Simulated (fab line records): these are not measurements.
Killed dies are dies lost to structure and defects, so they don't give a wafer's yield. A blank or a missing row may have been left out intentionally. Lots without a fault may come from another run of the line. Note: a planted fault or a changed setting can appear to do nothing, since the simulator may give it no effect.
Chamber matching    flow n5-finfet    N5_BEOL_M5_ILD_DEP_00 on pecvd-03: 3 sister chambers
The step deposits SiCOH lowk from DEMS/porogen, target thk 140.64 nm, time 25.9 s. 14 wafers are shown with their chamber, then 7 later ones without.

WAFERS PAIRED WITH THEIR CHAMBERS
wafer   chamber  throttle-valve-pct (%)  showerhead-plenum-p-Torr (Torr)  heater-power-w (W)
L078.2  2        12.2                    5.733                            335
L078.4  1        14.6                    5.752                            298
L078.6  2        12.4                    5.718                            347
L083.2  1        14.4                    5.740                            295
L083.3  2        12.7                    5.732                            306
L083.4  1        14.7                    5.741                            289
L086.3  1        14.6                    5.742                            298
L086.4  0        13.6                    5.736                            340
L086.5  2        12.2                    5.717                            377
L090.2  1        14.6                    5.744                            303
L090.4  2        12.2                    5.719                            305
L090.5  1        14.8                    5.751                            300
L096.2  2        12.8                    5.726                            308
L096.3  0        13.8                    5.736                            347

SIGNATURES (means of the wafers above)
reading                   chamber 0  chamber 1  chamber 2  scatter within a chamber
throttle-valve-pct        13.700     14.617     12.417     0.208
showerhead-plenum-p-Torr  5.73600    5.74500    5.72417    0.00599
heater-power-w            343.50     297.17     329.67     19.9
Rule: a wafer's distance from a chamber is the root of the sum, over the readings, of the square of ((its reading less the chamber's mean) divided by the reading's scatter). If the next closest chamber is less than 2 further off than the closest, the wafer can't be placed; otherwise it belongs to the closest. The scatter is the square root of a quotient: the sum, over the shown wafers, of each reading's squared deviation from its chamber's mean, divided by wafers minus chambers.

WAFERS WITHOUT THEIR CHAMBER
wafer   throttle-valve-pct (%)  showerhead-plenum-p-Torr (Torr)  heater-power-w (W)
L096.4  12.4                    5.703                            316
L097.1  14.8                    5.741                            321
L097.2  12.2                    5.722                            351
L097.4  14.7                    5.755                            316
L095.2  13.7                    5.740                            308
L095.3  14.4                    5.743                            287
L095.5  12.5                    5.703                            372

THE CHAMBER EACH PASSED THROUGH
wafer   from the rows above  in truth
L096.4  2                    2
L097.1  1                    1
L097.2  2                    2
L097.4  1                    1
L095.2  0                    0
L095.3  1                    1
L095.5  2                    2
Correctly placed: 7 of 7. From these rows, 0 cannot be placed. Wrongly placed: 0.
